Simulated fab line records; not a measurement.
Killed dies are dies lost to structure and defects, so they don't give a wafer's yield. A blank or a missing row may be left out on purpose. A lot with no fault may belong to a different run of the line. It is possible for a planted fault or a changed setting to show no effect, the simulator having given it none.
Split-lot trial | flow n5_finfet | 7 lots, 21 wafers read, on a route of 1938 steps

== THE SPLIT ==
At N5_PASSIVATION_EXPOSE_41 (exposes mask PASS OPEN, defocus 0 nm, target cd 40000 nm), the setting dose_mj was moved away from the recipe's 57.25 on 7 of the 21 wafers read, by -2.0% to +7.3%. All remaining wafers had this setting at the recipe value.

== FROM THE SPLIT TO THE READING: what the file shows between them, 3 steps ==
- N5_PASSIVATION_PEB_42
- N5_PASSIVATION_DEVELOP_43: develop time 60 s
- N5_PASSIVATION_HARDBAKE_45: time 120 s

== THE READING ==
Shown in nm: cd_nm at N5_PASSIVATION_CD_MEAS_44, with target cd 40000 nm. On this fab line, fault-free wafers typically give 39999 nm with a standard deviation of 6.4 nm.

wafer  | tool, chamber at the split | dose_mj as run | against the recipe | cd_nm, nm | against lot-mates on the recipe
L074.3 | krf_scanner-02, 0          | 57.25          | recipe             | 39999     | -
L074.4 | krf_scanner-02, 0          | 56.13          | -2.0%              | 39982     | -17
L074.6 | krf_scanner-02, 0          | 56.13          | -2.0%              | 39985     | -14
L082.3 | krf_scanner-01, 0          | 57.25          | recipe             | 40014     | -
L082.4 | krf_scanner-01, 0          | 57.25          | recipe             | 40007     | -
L082.5 | krf_scanner-01, 0          | 57.25          | recipe             | 40007     | -
L084.2 | krf_scanner-01, 0          | 57.25          | recipe             | 39996     | -
L084.5 | krf_scanner-01, 0          | 57.25          | recipe             | 40000     | -
L084.6 | krf_scanner-01, 0          | 57.25          | recipe             | 39997     | -
L087.2 | krf_scanner-01, 0          | 57.25          | recipe             | 40012     | -
L087.3 | krf_scanner-01, 0          | 57.25          | recipe             | 40007     | -
L087.4 | krf_scanner-01, 0          | 57.25          | recipe             | 40008     | -
L089.3 | krf_scanner-01, 0          | 61.45          | +7.3%              | 40012     | +19
L089.4 | krf_scanner-01, 0          | 57.25          | recipe             | 39993     | -
L089.6 | krf_scanner-01, 0          | 61.45          | +7.3%              | 40028     | +35
L096.1 | krf_scanner-01, 0          | 57.25          | recipe             | 40000     | -
L096.2 | krf_scanner-01, 0          | 57.25          | recipe             | 39997     | -
L096.6 | krf_scanner-01, 0          | 60.71          | +6.0%              | 40018     | +20
L097.4 | krf_scanner-02, 0          | 59.01          | +3.1%              | 40011     | +10
L097.5 | krf_scanner-02, 0          | 57.25          | recipe             | 40001     | -
L097.6 | krf_scanner-02, 0          | 59.01          | +3.1%              | 40012     | +11

THE FIT
A straight line over all 21 wafers: cd_nm changes by +3.05 nm for each +1% of dose_mj; r = +0.76; the points scatter about the line by 7.3 nm.
The same after taking each lot's own level away (the mean of its wafers on the recipe; 21 wafers): +3.91 nm for each +1%; r = +0.94; scatter 4 nm.
Per that fit: largest dose_mj move, reading shift of 29 nm.
The span of the lots' own levels, 39993.0 to 40009.3 nm, comes to 2.6 times the standard deviation stated above.
So the lot-to-lot level blurs the effect unless lot-mates are compared.
Check: with one of the wafers moved furthest among these (+7.3%) left out of the fit, the line predicts +31.3 nm for it against its lot-mates. Against them it came out at +19 nm.

== THE OTHER SPLITS THESE WAFERS WENT THROUGH ==
These wafers also went through other splits before the reading. Each is held against what the fit with the lots' levels taken away leaves over:
other split on the same wafers | wafers away from the commonest value | r with cd_nm (lot level and that fit taken away)
N5_PASSIVATION_PECVD_55 time_s | 9                                    | -0.02
N5_PASSIVATION_PECVD_53 temp_c | 6                                    | +0.17

== FILE'S OWN FIT ==
cd_nm changes by +3.63 nm for each +1% of dose_mj, r = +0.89.
